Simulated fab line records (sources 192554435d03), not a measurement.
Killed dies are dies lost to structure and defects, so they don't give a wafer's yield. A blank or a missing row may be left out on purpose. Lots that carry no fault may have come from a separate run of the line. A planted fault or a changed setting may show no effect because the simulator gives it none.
A struck lot beside a sound one / flow n5_finfet / 14 steps out of a route of 1938
Sound: the wafers L296.2, L296.4, L296.6. Struck: wafers L308.1, L308.4. (L308.3 of the same lot was not struck and is left out.) The cause comes at the end.
Per side, at each step with rows, come the tool, then ch with its chambers, and then its first start. Under that, the readings that differ: sound wafers / struck wafers / difference of the means / sigmas: that difference in standard deviations of wafers without a fault.
alike: a reading whose means differ by less than 2 such deviations, as well as words and numbers matching on both sides. not compared: withheld readings; readings where some wafer has no value; bounds like >300 that might hide an equal value; numbers whose values overlap and for which the record gives no deviation.
The two part at a step that has a row with sigmas, a row that says differs or no value, or rows on one side only. Non-overlapping numbers with no deviation appear without sigmas and do not part them. A reading missing from all wafers of one side parts the sides only when that side holds two or more wafers.

N5_BEOL_M6_CURE_75: cures SiCOH lowk, time 120 s.
  sound on uv_cure-03 ch 1, day 9 06:42; struck on uv_cure-01 ch 0, day 12 20:52
  alike: lamp_power_pct, wafer_temp_C_max
N5_BEOL_M6_DEGAS_44: time 60 s.
  sound on pvd_sputter-03, day 9 06:58; struck on pvd_sputter-02, day 12 21:13
  alike: heater_power_w
then, 2 steps without rows for these wafers: N5_BEOL_M6_PRE_CLEAN_45 (time 30 s); N5_BEOL_M6_ALD_77 (deposits TaN, target thk 2 nm, pulse time 2 s, purge time 3 s).
N5_BEOL_M6_SURFACE_TREAT_79:
  sound on pvd_sputter-03, day 9 07:22; struck on pvd_sputter-02, day 12 21:40
  not compared: pressure_mtorr, throttle_valve_pct
then, 3 steps without rows for these wafers: N5_BEOL_M6_CVD_78 (deposits Co from CCTBA/H2, target thk 2 nm, time 142.3 s); N5_BEOL_M6_SPUTTER_48 (material Cu, target thk 10 nm, time 1.667 s); N5_BEOL_M6_ECD_50 (material Cu, target thk 300 nm).
N5_BEOL_M6_ANNEAL_51: time 90 s.
  sound on rtp_anneal-02 ch 0, day 9 08:57; struck on rtp_anneal-01 ch 0, day 12 23:06
  alike: wafer_temp_C_max
N5_BEOL_M6_CMP_52: polishes, stops on SiCOH lowk, t overpolish 6.9 s, target thk 80 nm.
  sound on cmp-03 ch 0,1,2, day 9 09:22; struck on cmp-03 ch 1,3, day 12 23:25
  alike: barrier_field_endpoint_s, motor_current_A, overpolish_run_s, time_to_endpoint_s
N5_BEOL_M6_THK_MEAS_53: measures by xrf.
  sound on film_metro-02, day 9 09:40; struck on film_metro-01, day 12 23:42
reading=M6_THK (nm); sound=75.0 75.4 72.8; struck=82.4 81.6; difference=+7.6; sigmas=+4
then, 1 step without rows for these wafers: N5_BEOL_M6_PRE_CLEAN_55 (time 15 s).
N5_BEOL_M6_DEP_56: deposits SiCN from 3MS/NH3, target thk 10 nm, time 17.5 s.
  sound on pecvd-02 ch 1,2, day 9 09:43; struck on pecvd-02 ch 0,2, day 12 23:46
reading=model.SiCN_of_BEOL_M6_DEP_56.thk_nm (nm); sound=10 10 10; struck=10.4 10.4; difference=+0.4; sigmas=
  alike: showerhead_plenum_p_Torr, throttle_valve_pct
N5_BEOL_M6_RS_MEAS_57: measures by four-point-probe.
  sound on film_metro-02, day 9 09:47; struck on film_metro-01, day 12 23:50
reading=M6_RS (ohm/sq); sound=0.301 0.298 0.310; struck=0.272 0.277; difference=-0.028; sigmas=-3

WHERE THEY PART
First at N5_BEOL_M6_THK_MEAS_53; last, within this record, at N5_BEOL_M6_RS_MEAS_57.

WHY: what the simulator had put in
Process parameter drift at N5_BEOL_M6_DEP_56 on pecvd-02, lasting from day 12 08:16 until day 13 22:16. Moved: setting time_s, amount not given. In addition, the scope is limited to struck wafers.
